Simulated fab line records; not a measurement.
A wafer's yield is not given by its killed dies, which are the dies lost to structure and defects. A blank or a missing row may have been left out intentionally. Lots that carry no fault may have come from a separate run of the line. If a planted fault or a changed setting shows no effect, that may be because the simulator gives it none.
Comparing a struck lot with a sound one ; flow n5_finfet ; 37 out of 1938 route steps
Sound: wafers L590.2, L590.3, L590.4. Wafers L588.3, L588.5, L588.6 were the ones struck. The cause is named last.
For every step that has rows: the tool of each side, followed by ch and its chambers, followed by its first start. Under that, the readings that differ: sound wafers ; struck wafers ; difference of the means ; sigmas: that difference in standard deviations of wafers without a fault.
alike: same words and numbers on both sides, and readings whose means sit less than 2 such deviations apart. not compared: any withheld reading, any reading some wafer has no value for, any bound like >300 that may hide the same value, and any number with overlapping values for which the record gives no deviation.
Wherever a step has rows on one side only, a row that says differs or no value, or a row with sigmas, the two part there. Non-overlapping numbers with no deviation appear without sigmas and do not part them. A reading missing from all wafers of one side parts the sides only when that side holds two or more wafers.

first, 9 steps without rows for these wafers: N5_BEOL_M10_PEB_26 (peb time 60 s); N5_BEOL_M10_DEVELOP_27 (develop time 30 s); N5_BEOL_M10_DESCUM_33 (chemistry O2, time 7.9 s); N5_BEOL_M10_ETCH_65 (etches SiARC in CF4, target depth 39 nm, time 65 s); N5_BEOL_M10_ETCH_66 (etches SOC in N2/H2, target depth 120 nm, overetch 24 nm, time 180 s); N5_BEOL_M10_STRIP_69 (strips in N2/H2); N5_BEOL_M10_VIA_ETCH_34 (etches SiCOH lowk in C4F6/O2, target depth 184.5 nm, time 69.2 s); N5_BEOL_M10_STRIP_73 (strips in C4F6/O2); N5_BEOL_M10_STRIP_36 (strips in N2/H2).
N5_BEOL_M10_TRENCH_ETCH_37: etches SiCOH lowk in C4F6/O2, target depth 148.83 nm, time 48 s.
  sound on rie_diel-05 ch 0,2,3, day 14 22:54; struck on rie_diel-06 ch 0,2, day 14 22:59
reading;sound;struck;difference;sigmas
oes_f_703_au (a.u.);0.81 0.81 0.79;0.58 0.68 0.58;-0.19;-3
rf_fwd_power_W (W);343.1 342.2 342.3;260.0 256.4 261.3;-83.3;-52
rf_vpp_V (V);673 657 664;768 756 768;+99;+19
model.BEOL_M10.feature_depth_nm (nm);150.6 152.6 149.6;133.2 134 133;-17.5;
model.etch.depth_nm (nm);150.7 152.6 149.7;133.3 134 132.9;-17.6;
model.TiN_of_BEOL_M10_HM_DEP_02.thk_nm (nm);16 16 16;16.6 16.6 16.8;+0.7;
  alike: drypump_motor_current_A, oes_product_au, showerhead_plenum_p_Torr, throttle_valve_pct
  not compared: rf_hours_counter_h
then, 2 steps without rows for these wafers: N5_BEOL_M10_ETCH_41 (etches SiCN in CH3F/O2, target depth 42.6 nm, time 86 s); N5_BEOL_M10_STRIP_77 (strips in N2/H2, time 10 s).
N5_BEOL_M10_OCD_MEAS_38:
  sound on ocd-01, day 14 23:05; struck on ocd-02, day 14 23:10
reading;sound;struck;difference;sigmas
trench_depth_nm (nm);150.6 152.8 150.0;133.8 134.3 132.9;-17.5;-12
then, 13 steps without rows for these wafers: N5_BEOL_M10_HM_STRIP_39 (strips TiN in peroxide tin strip, target depth 25 nm, time 158 s); N5_BEOL_M10_SRD_40 (time 30 s); N5_BEOL_M10_PRECLEAN_42 (cleans in residue remover, time 60 s); N5_BEOL_M10_SRD_43 (time 30 s); N5_BEOL_M10_CURE_72 (cures SiCOH lowk, time 120 s); N5_BEOL_M10_DEGAS_44 (time 60 s); N5_BEOL_M10_PRE_CLEAN_45 (time 30 s); N5_BEOL_M10_ALD_74 (deposits TaN, target thk 2 nm, pulse time 2 s, purge time 3 s); N5_BEOL_M10_SURFACE_TREAT_76; N5_BEOL_M10_CVD_75 (deposits Co from CCTBA/H2, target thk 2 nm, time 138.9 s); N5_BEOL_M10_SPUTTER_48 (material Cu, target thk 12 nm, time 2 s); N5_BEOL_M10_ECD_50 (material Cu, target thk 318 nm); N5_BEOL_M10_ANNEAL_51 (time 90 s).
N5_BEOL_M10_CMP_52: polishes, stops on SiCOH lowk, t overpolish 7 s, target thk 140 nm.
  sound on cmp-01 ch 1,2,3, day 15 01:49; struck on cmp-03 ch 0,1, day 15 01:55
reading;sound;struck;difference;sigmas
barrier_field_endpoint_s (s);27.5 28.2 28.8;28.6 29.6 30.1;+1.3;+2
model.Cu_of_BEOL_M10_ECD_50.thk_nm (nm);142 143.2 141.2;123.4 125.4 125.2;-17.5;
  alike: motor_current_A, overpolish_run_s, time_to_endpoint_s
N5_BEOL_M10_THK_MEAS_53: measures by xrf.
  sound on film_metro-01, day 15 02:07; struck on film_metro-01, day 15 02:13
reading;sound;struck;difference;sigmas
M10_THK (nm);139.0 140.8 138.6;121.3 123.1 123.1;-17.0;-9
then, 2 steps without rows for these wafers: N5_BEOL_M10_PRE_CLEAN_55 (time 15 s); N5_BEOL_M10_DEP_56 (deposits SiCN from 3MS/NH3, target thk 15 nm, time 26.5 s).
N5_BEOL_M10_RS_MEAS_57: uses a four-point probe to measure.
  sound on film_metro-02, day 15 02:15; struck on film_metro-02, day 15 02:21
reading;sound;struck;difference;sigmas
M10_RS (ohm/sq);0.1483 0.1469 0.1495;0.1735 0.1701 0.1713;+0.0234;+11
then, 5 steps without rows for these wafers: N5_BEOL_M11_ILD_DEP_00 (deposits SiCOH lowk from DEMS/porogen, target thk 308.51 nm, time 58 s); N5_BEOL_M11_CURE_71 (cures SiCOH lowk, time 240 s); N5_BEOL_M11_PECVD_70 (deposits SiO2 from TEOS/O2, target thk 20 nm, time 22.7 s); N5_BEOL_M11_HM_DEP_02 (deposits TiN, target thk 20 nm); N5_BEOL_M11_COAT_59 (time 60 s, resist thk 100 nm).
N5_BEOL_M15_RC_MEAS_101:
  sound on prober-02 ch 0, day 16 13:38; struck on prober-01 ch 0, day 16 14:19
reading;sound;struck;difference;sigmas
SERP_M10 (ohm/um);3.09 3.03 3.01;3.47 3.45 3.48;+0.42;+7
SERP_M10_max_site (ohm/um);3.14 3.10 3.20;3.79 3.50 3.59;+0.48;+7
  alike: COMB_M10, COMB_M10_max_site, COMB_M11, COMB_M12, COMB_M13, COMB_M14, COMB_M15, COMB_M5, COMB_M5_max_site, COMB_M6, COMB_M7, COMB_M8, COMB_M9, SERP_M11, SERP_M12, SERP_M13, SERP_M14, SERP_M5, SERP_M6, SERP_M7, SERP_M8, SERP_M9

== WHERE THEY PART ==
Last at N5_BEOL_M15_RC_MEAS_101 as far as this record goes, first at N5_BEOL_M10_TRENCH_ETCH_37.

WHY: what had been put in by the simulator
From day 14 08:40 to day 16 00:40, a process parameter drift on rie_diel-06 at N5_BEOL_M10_TRENCH_ETCH_37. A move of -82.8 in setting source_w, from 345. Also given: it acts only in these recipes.
